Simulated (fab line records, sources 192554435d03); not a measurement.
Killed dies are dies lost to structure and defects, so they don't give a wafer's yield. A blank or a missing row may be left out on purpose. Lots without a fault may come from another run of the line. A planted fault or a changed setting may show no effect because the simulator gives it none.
Split-lot experiment | flow n5_finfet | 7 lots, 39 wafers read, on a route of 1938 steps

THE SPLIT
At N5_PASSIVATION_ETCH_54 (etches SiO2 in CHF3/O2, target depth 880 nm, time 440 s), the setting target_depth_a was moved away from the recipe's 8800 angstrom on 15 of the 39 wafers read, by -33.7% to +58.3%. The other wafers ran this setting at the recipe's value.

The reading is taken at the split's own step.

THE READING
etch.depth_nm (the simulator's own value, which no gauge read), in nm, at N5_PASSIVATION_ETCH_54 (etches SiO2 in CHF3/O2, target depth 880 nm, time 440 s). The file gives no usual value for it. The 24 wafers here that ran the recipe average 888.7 nm, standard deviation 20 nm.

wafer  | tool, chamber at the split | target_depth_a as run, angstrom | against the recipe | etch.depth_nm, nm | against lot-mates on the recipe
L074.1 | rie_diel-02, 2             | 8800                            | recipe             | 885.4             | -
L074.2 | rie_diel-02, 1             | 8800                            | recipe             | 862.5             | -
L074.3 | rie_diel-02, 3             | 5831                            | -33.7%             | 590               | -291.9
L074.4 | rie_diel-02, 0             | 5831                            | -33.7%             | 592.4             | -289.5
L074.5 | rie_diel-02, 1             | 5831                            | -33.7%             | 573               | -308.9
L074.6 | rie_diel-02, 0             | 8800                            | recipe             | 897.9             | -
L081.2 | rie_diel-06, 0             | 8800                            | recipe             | 898.5             | -
L081.3 | rie_diel-06, 1             | 8800                            | recipe             | 917.5             | -
L081.4 | rie_diel-06, 3             | 8800                            | recipe             | 913               | -
L082.1 | rie_diel-06, 0             | 11520                           | +30.9%             | 1183              | +279.5
L082.2 | rie_diel-06, 2             | 11520                           | +30.9%             | 1130              | +226.5
L082.3 | rie_diel-06, 3             | 11520                           | +30.9%             | 1198              | +294.5
L082.4 | rie_diel-06, 1             | 8800                            | recipe             | 909.9             | -
L082.5 | rie_diel-06, 1             | 8800                            | recipe             | 912.4             | -
L082.6 | rie_diel-06, 0             | 8800                            | recipe             | 888.2             | -
L087.1 | rie_diel-06, 0             | 8800                            | recipe             | 905.8             | -
L087.2 | rie_diel-06, 3             | 8800                            | recipe             | 912.1             | -
L087.3 | rie_diel-06, 2             | 8800                            | recipe             | 877.3             | -
L087.4 | rie_diel-06, 1             | 8800                            | recipe             | 910               | -
L087.5 | rie_diel-06, 0             | 8800                            | recipe             | 895.4             | -
L087.6 | rie_diel-06, 3             | 8800                            | recipe             | 914               | -
L088.1 | rie_diel-01, 0             | 8800                            | recipe             | 877               | -
L088.2 | rie_diel-01, 2             | 8800                            | recipe             | 866.7             | -
L088.3 | rie_diel-01, 1             | 12650                           | +43.8%             | 1252              | +377.9
L088.4 | rie_diel-01, 3             | 12650                           | +43.8%             | 1282              | +407.9
L088.5 | rie_diel-01, 0             | 12650                           | +43.8%             | 1262              | +387.9
L088.6 | rie_diel-01, 3             | 8800                            | recipe             | 878.6             | -
L093.1 | rie_diel-01, 2             | 8800                            | recipe             | 856.6             | -
L093.2 | rie_diel-01, 0             | 8800                            | recipe             | 868.5             | -
L093.3 | rie_diel-01, 3             | 13930                           | +58.3%             | 1377              | +514.9
L093.4 | rie_diel-01, 0             | 13930                           | +58.3%             | 1385              | +522.9
L093.5 | rie_diel-01, 3             | 13930                           | +58.3%             | 1372              | +509.9
L093.6 | rie_diel-01, 2             | 8800                            | recipe             | 861.1             | -
L092.1 | rie_diel-02, 2             | 8800                            | recipe             | 884.6             | -
L092.2 | rie_diel-02, 3             | 6711                            | -23.7%             | 675.4             | -198.1
L092.3 | rie_diel-02, 1             | 8800                            | recipe             | 866               | -
L092.4 | rie_diel-02, 0             | 6711                            | -23.7%             | 668.8             | -204.7
L092.5 | rie_diel-02, 3             | 6711                            | -23.7%             | 676.4             | -197.1
L092.6 | rie_diel-02, 0             | 8800                            | recipe             | 870               | -

THE FIT
A straight line over all 39 wafers: etch.depth_nm changes by +8.68 nm for each +1% of target_depth_a; r = +1.00; the points scatter about the line by 20 nm.
The same after taking each lot's own level away (the mean of its wafers on the recipe; 39 wafers): +8.8 nm for each +1%; r = +1.00; scatter 13 nm.
On that fit, the largest move of target_depth_a shifts the reading by 5.1e+02 nm.
The lots' own levels span 862.07 to 909.67 nm, that is 2.4 times the standard deviation above.
So the lot-to-lot level changes the slope little: the two slopes agree.
Check: with one of the wafers moved furthest among these (+58.3%) left out of the fit, the line predicts +514 nm for it against its lot-mates. It came out at +515 nm against them.

OTHER SPLITS ON THESE WAFERS
These wafers also went through other splits before the reading. Each is held against what the fit with the lots' levels taken away leaves over:
other split on the same wafers         | wafers away from the commonest value | r with etch.depth_nm (lot level and that fit taken away)
N5_BEOL_M11_VIA_ETCH_34 target_depth_a | 9                                    | -0.10

THE WHOLE CHAIN: every reading that the file lists as answering this split, in the file's order
step                   | what it does                                            | reading                                                                       | change (the file's fit)              | r (the file's)
N5_PASSIVATION_ETCH_54 | etches SiO2 in CHF3/O2, target depth 880 nm, time 440 s | PASSIVATION.feature_depth_nm (the simulator's own value, which no gauge read) | +8.81 nm for each +1% of the setting | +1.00
N5_PASSIVATION_ETCH_54 | etches SiO2 in CHF3/O2, target depth 880 nm, time 440 s | etch.depth_nm (the simulator's own value, which no gauge read)                | +8.81 nm for each +1% of the setting | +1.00

THE FILE'S OWN FIT
etch.depth_nm changes by +8.81 nm for each +1% of target_depth_a, r = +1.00.
